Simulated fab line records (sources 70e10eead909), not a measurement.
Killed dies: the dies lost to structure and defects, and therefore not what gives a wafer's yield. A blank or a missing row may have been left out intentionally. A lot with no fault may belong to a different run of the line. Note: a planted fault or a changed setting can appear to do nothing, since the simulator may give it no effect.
fab line records	flow nandHarc
record: lots: 12	wafers: 36	lastDay: 25
route steps=1159 shown A_ONON_D1@431 A_CHANNEL_HOLE_D1@476 A_CHANNEL_FILL_D1@496
lots untouched by any fault: they come from a run of this same line in which no faults occurred
startH: start of the lot's first displayed wafer, in hours after the record's first day	waitH: how many hours have passed since the lot's step before this one	" repeats the value in the row above	L1.1+2: several wafers, shown together as one row	- no value, or no start was given	* or withheld: withheld	< > ~ a bound
route shown NAME@n: NAME is a module with steps in the file, n the number in the route of the first one	usual: mean/standard deviation taken from wafers without a fault	same: alike in all rows	chamber/n: place in a boat	sites: readings site by site	_std_site: how widely they spread, as a standard deviation	_edge_site: inner sites' mean taken away from outer sites' mean	radiusMm: how far each site lies from the wafer's centre	mask NAME#n: copy n	behind: tool/chamber where the wafer was last shaped	hold: reason for holding the lot/hours on hold/outcome of the hold	device: the transistor (n, p or np) that didn't switch	end of line: tests run on the same wafers once the route is complete	for a step that has no rows: nothing shown but its recipe	killed: at the first sort, the dies lost to defects and structure; wafer yield is something else	map: a wafer's dies, x killed, . not, _ none there
set.NAME: the run value of the setting; set.NAME@STEP: its run value at that earlier step	model.NAME: the simulator's own value behind a step, which no gauge read
a sample of lots followed through the steps of the route, with each step as a table and each wafer as a row
services: from which hour (startH, from the record's first day; less than 0 if before it) a tool's chamber was out of use, for how many hours, and why
== steps ==
step: NHARC_A_ONON_D1_THK_MEAS_11
recipe: thkMeasGauge: ellipsometry
usual: thkNm: 999/11
lot.wafer	tool	chamber	startH	waitH	thkNm
L369.1	filmMetro-01	-	172.05	-	981
L369.2	"	-	"	"	983
L369.4	"	-	"	"	982
L371.1	filmMetro-01	-	181.91	-	986
L371.3	"	-	"	"	989
L371.6	"	-	"	"	989
L380.1	filmMetro-01	-	239.51	-	1006
L380.5	"	-	"	"	1005
L380.6	"	-	"	"	1009
L382.3	filmMetro-01	-	239.87	-	995
L382.5	"	-	"	"	997
L382.6	"	-	"	"	998
L383.1	filmMetro-01	-	255.74	-	985
L383.3	"	-	"	"	985
L383.6	"	-	"	"	987
L385.1	filmMetro-02	-	262.89	-	1011
L385.3	"	-	"	"	1012
L385.4	"	-	"	"	1009
L386.2	filmMetro-01	-	262.90	-	988
L386.4	"	-	"	"	988
L386.5	"	-	"	"	987
L384.1	filmMetro-01	-	263.03	-	996
L384.2	"	-	"	"	996
L384.6	"	-	"	"	996
L389.1	filmMetro-01	-	285.51	-	992
L389.2	"	-	"	"	991
L389.4	"	-	"	"	992
L388.3	filmMetro-02	-	285.51	-	1017
L388.4	"	-	"	"	1016
L388.5	"	-	"	"	1018
L391.1	filmMetro-01	-	292.94	-	1025
L391.5	"	-	"	"	1025
L391.6	"	-	"	"	1026
L390.3	filmMetro-01	-	292.95	-	971
L390.5	"	-	"	"	973
L390.6	"	-	"	"	974
step: NHARC_A_CHANNEL_HOLE_D1_ETCH_24
recipe: biasV: 5000	sourceW: withheld	pressureMtorr: 20	timeS: 906.2	arFlowSccm: 375	c4f8FlowSccm: 93.8	o2FlowSccm: 31.2	tempC: -20	targetDepthA: 15000	chemistry: C4F8/O2/Ar
usual: drypumpMotorCurrentA: 5.8/0.4	showerheadPlenumPTorr: 3.69/0.11	tempC: -20.00/0.1	throttleValvePct: 32.235/0.0085
lot.wafer	tool	chamber	startH	waitH	drypumpMotorCurrentA	rfHoursCounterH	showerheadPlenumPTorr	tempC	throttleValvePct
L369.1	harEtch-02	0	192.94	0.6	6.0	100	3.82	-19.98	32.251
L369.2	"	1	"	"	6.1	100	3.59	-19.97	32.250
L369.4	"	1	"	"	6.2	-	3.59	-20.06	32.238
L371.1	harEtch-01	1	200.67	0.6	5.2	204	3.60	-20.04	32.260
L371.3	"	1	"	"	5.2	-	3.60	-20.24	32.220
L371.6	"	0	"	"	5.4	-	3.81	-19.89	32.240
L380.1	harEtch-02	0	262.92	0.6	6.0	134	3.80	-19.98	32.234
L380.5	"	0	"	"	6.0	-	3.80	-19.98	32.226
L380.6	"	1	"	"	6.2	-	3.57	-19.87	32.230
L382.3	harEtch-01	1	264.99	0.6	5.2	-	3.59	-20.10	32.243
L382.6	"	1	"	"	5.2	-	3.59	-19.90	32.239
L382.5	"	0	"	"	5.4	-	3.80	-19.93	32.224
L383.1	harEtch-01	1	273.29	0.6	5.2	231	3.59	-19.93	32.241
L383.3	"	0	"	"	5.4	-	3.80	-20.05	32.231
L383.6	"	1	"	"	5.2	-	3.59	-20.03	32.253
L386.2	harEtch-01	1	280.90	0.6	5.2	235	3.59	-19.98	32.232
L386.4	"	0	"	"	5.4	-	3.80	-20.01	32.246
L386.5	"	0	"	"	5.4	-	3.80	-19.87	32.249
L384.1	harEtch-01	1	285.06	0.6	5.2	239	3.58	-20.03	32.245
L384.2	"	0	"	"	5.4	239	3.79	-20.16	32.240
L384.6	"	0	"	"	5.4	-	3.79	-19.98	32.230
L385.1	harEtch-02	0	285.13	0.6	6.0	147	3.79	-20.04	32.221
L385.4	"	0	"	"	6.0	-	3.79	-20.01	32.236
L385.3	"	1	"	"	6.2	-	3.57	-19.89	32.227
L389.1	harEtch-02	1	303.98	0.6	6.2	153	3.56	-20.09	32.235
L389.2	"	0	"	"	6.0	153	3.79	-19.84	32.238
L389.4	"	0	"	"	6.0	-	3.79	-19.89	32.243
L388.3	harEtch-01	1	305.83	0.6	5.2	-	3.58	-19.97	32.225
L388.4	"	0	"	"	5.4	-	3.79	-19.83	32.232
L388.5	"	1	"	"	5.3	-	3.58	-20.00	32.234
L391.1	harEtch-02	1	314.90	0.6	6.2	160	3.56	-20.12	32.232
L391.5	"	1	"	"	6.2	-	3.56	-19.95	32.226
L391.6	"	0	"	"	6.0	-	3.79	-19.97	32.235
L390.3	harEtch-02	0	319.46	0.6	6.0	-	3.78	-19.89	32.238
L390.5	"	1	"	"	6.2	-	3.56	-19.90	32.231
L390.6	"	0	"	"	6.0	-	3.78	-19.97	32.221
step: NHARC_A_CHANNEL_FILL_D1_ALD_16
recipe: targetThkA: 15	pulseTimeS: 10	aldCycles: 15	tempC: 300	material: SiO2
usual: aldCycles: 15/0	heaterPowerW: 463/42	precursorPulseHeightRel: 1.001/0.018
lot.wafer	tool	chamber	startH	waitH	aldCycles	heaterPowerW	precursorPulseHeightRel
L369.2	aldHk-01	3	209.38	0.0	7	548	0.982
L369.1	"	0	"	"	15	412	0.992
L369.4	"	1	"	"	15	517	0.962
L371.1	aldHk-01	3	216.65	0.1	15	547	0.975
L371.3	"	0	"	"	15	405	0.994
L371.6	"	2	"	"	7	413	1.002
L380.1	aldHk-02	2	280.09	0.1	15	440	1.001
L380.5	"	0	"	"	15	457	0.993
L380.6	"	1	"	"	15	489	0.987
L382.3	aldHk-03	2	280.09	0.1	15	420	1.021
L382.6	"	0	"	"	15	482	1.011
L382.5	"	1	"	"	15	458	1.026
L383.3	aldHk-01	1	289.76	0.5	15	499	0.982
L383.1	"	2	"	"	15	414	0.991
L383.6	"	3	"	"	15	510	1.007
L386.4	aldHk-02	3	297.59	0.2	15	487	0.984
L386.2	"	2	"	"	15	454	1.019
L386.5	"	3	"	"	15	488	1.006
L384.2	aldHk-03	3	304.44	3.5	15	454	1.018
L384.1	"	0	"	"	15	499	1.015
L384.6	"	2	"	"	15	426	1.031
L385.1	aldHk-03	1	304.58	3.6	15	451	0.967
L385.3	"	2	"	"	15	426	0.994
L385.4	"	3	"	"	15	460	1.001
L389.1	aldHk-02	0	319.90	0.0	15	461	1.026
L389.2	"	1	"	"	15	466	1.013
L389.4	"	3	"	"	15	484	1.003
L388.4	aldHk-03	0	319.96	0.1	15	484	1.011
L388.3	"	1	"	"	15	456	1.008
L388.5	"	3	"	"	15	469	1.001
L391.1	aldHk-01	2	332.32	1.4	15	411	0.983
L391.6	"	0	"	"	15	408	0.989
L391.5	"	1	"	"	15	511	1.000
L390.3	aldHk-01	0	337.75	0.2	15	417	0.976
L390.6	"	2	"	"	15	410	0.994
L390.5	"	3	"	"	15	516	0.982
step: NHARC_A_CHANNEL_FILL_D1_STRIP_29
recipe: timeS: 20	o2FlowSccm: 500	arFlowSccm: 0	biasW: 0	chemistry: O2
usual: drypumpMotorCurrentA: 5.7/0.56	oesProductAu: 1.004/0.011	rfVppV: 58.1/0.88	showerheadPlenumPTorr: 3.60/0.19	throttleValvePct: 17.034/0.0087
lot.wafer	tool	chamber	startH	waitH	drypumpMotorCurrentA	oesProductAu	rfHoursCounterH	rfVppV	showerheadPlenumPTorr	throttleValvePct
L369.2	rieDiel-03	3	243.23	0.3	5.8	1.014	1	57.2	3.36	17.035
L369.1	"	0	"	"	4.7	1.025	1	58.2	3.35	17.024
L369.4	"	0	"	"	4.7	1.018	-	58.7	3.35	17.027
L371.1	rieDiel-03	0	248.89	0.6	4.8	1.016	1	57.7	3.35	17.021
L371.3	"	3	"	"	5.8	1.019	-	56.0	3.36	17.028
L371.6	"	3	"	"	5.7	1.007	-	57.7	3.36	17.040
L382.3	rieDiel-03	1	-	-	6.0	1.010	2	59.0	3.69	17.023
L382.5	"	1	"	"	6.0	0.997	-	59.0	3.69	17.021
L382.6	"	2	"	"	6.3	1.000	-	58.3	3.80	17.041
L380.1	rieDiel-09	0	-	-	5.6	1.001	1	57.9	3.79	17.039
L380.5	"	2	"	"	6.5	1.002	-	59.7	3.77	17.032
L380.6	"	3	"	"	6.1	1.014	-	58.7	3.45	17.038
L383.3	rieDiel-09	3	-	-	6.0	1.016	1	57.2	3.45	17.041
L383.1	"	0	"	"	5.7	0.999	1	59.7	3.79	17.019
L383.6	"	1	"	"	5.3	1.021	-	58.6	3.73	17.022
L386.4	rieDiel-03	2	-	-	6.2	0.999	3	58.0	3.80	17.031
L386.2	"	1	"	"	6.0	0.999	2	57.3	3.69	17.036
L386.5	"	3	"	"	5.8	1.013	-	57.3	3.35	17.052
L385.3	rieDiel-09	1	-	-	5.3	1.012	2	58.7	3.73	17.028
L385.4	"	2	"	"	6.5	0.991	2	59.3	3.77	17.035
L385.1	"	3	"	"	6.0	1.023	2	58.0	3.45	17.038
L384.2	rieDiel-03	1	-	-	6.0	0.988	3	57.6	3.69	17.034
L384.1	"	2	"	"	6.2	0.997	3	58.0	3.80	17.043
L384.6	"	1	"	"	6.0	0.996	-	56.9	3.69	17.027
L389.1	rieDiel-03	0	-	-	4.7	1.004	5	57.0	3.35	17.041
L389.4	"	2	"	"	6.3	0.991	4	58.6	3.80	17.035
L389.2	"	3	"	"	5.8	1.004	5	59.1	3.35	17.019
L388.4	rieDiel-03	0	-	-	4.8	1.004	6	57.9	3.35	17.018
L388.3	"	2	"	"	6.3	0.999	4	58.1	3.80	17.037
L388.5	"	1	"	"	6.0	0.989	-	57.9	3.69	17.027
L391.1	rieDiel-03	3	-	-	5.8	0.995	6	56.3	3.35	17.018
L391.5	"	1	"	"	6.0	0.987	-	58.7	3.69	17.027
L391.6	"	2	"	"	6.2	0.995	-	58.9	3.80	17.020
L390.3	rieDiel-09	3	-	-	6.0	1.011	3	57.5	3.45	17.037
L390.5	"	2	"	"	6.5	0.995	-	57.0	3.77	17.042
L390.6	"	3	"	"	6.0	1.018	-	56.4	3.45	17.048
== services ==
tool	chamber	startH	hours	kind
rieDiel-03	0	169.80	-	clean
rieDiel-03	1	169.80	-	clean
rieDiel-03	2	169.80	-	clean
rieDiel-03	3	169.80	-	clean
rieDiel-03	0	194.30	-	clean
rieDiel-03	1	194.30	-	clean
rieDiel-03	2	194.30	-	clean
rieDiel-03	3	194.30	-	clean
rieDiel-03	-	215.30	9.0	pm
rieDiel-03	0	215.30	9.0	ventCycle
rieDiel-03	1	215.30	39.3	ventCycle
rieDiel-03	2	215.30	9.0	ventCycle
rieDiel-03	3	215.30	9.0	ventCycle
rieDiel-03	0	224.30	-	clean
rieDiel-03	2	224.30	-	clean
aldHk-01	-	228.00	10.0	pm
aldHk-03	-	228.71	0.3	repair
rieDiel-03	2	235.27	26.1	repair
rieDiel-03	0	241.72	1.2	repair
rieDiel-09	-	254.10	9.0	pm
harEtch-01	-	307.58	17.0	pm
rieDiel-03	-	309.73	0.5	repair
aldHk-01	-	319.77	6.8	repair
rieDiel-03	2	328.85	3.4	repair
== key ==
firstSign: step: NHARC_A_CHANNEL_FILL_D1_ALD_16	reading: aldCycles	direction: down	sigmas: 99+	usual: 15	struck: 7
effect none on later readings
metAt NHARC_A_CHANNEL_FILL_D1_ALD_16
struckLots L369,L371
struckWafers L369.2,L371.6
testerLeftOut L369,L371
notActingAt NHARC_A_ONON_D1_THK_MEAS_11,NHARC_A_CHANNEL_HOLE_D1_ETCH_24,NHARC_A_CHANNEL_FILL_D1_STRIP_29
fault: kind: processParameterDrift	tool: aldHk-01	chamber: -	onsetH: 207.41	steps: NHARC_A_CHANNEL_FILL_D1_ALD_16	channel: aldCycles	offset: -8	shape: step	endH: 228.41	scope: struckWafersOnly	actsIn: theseRecipesOnly	stated: 15
testerLeftOut: of these lots the tester's yield and bins aren't shown, on N5 and GAA mostly nor the transistor test; their killed dies are dies lost to structure and defects alone, not to doping, threshold or leakage, so they don't give the yield
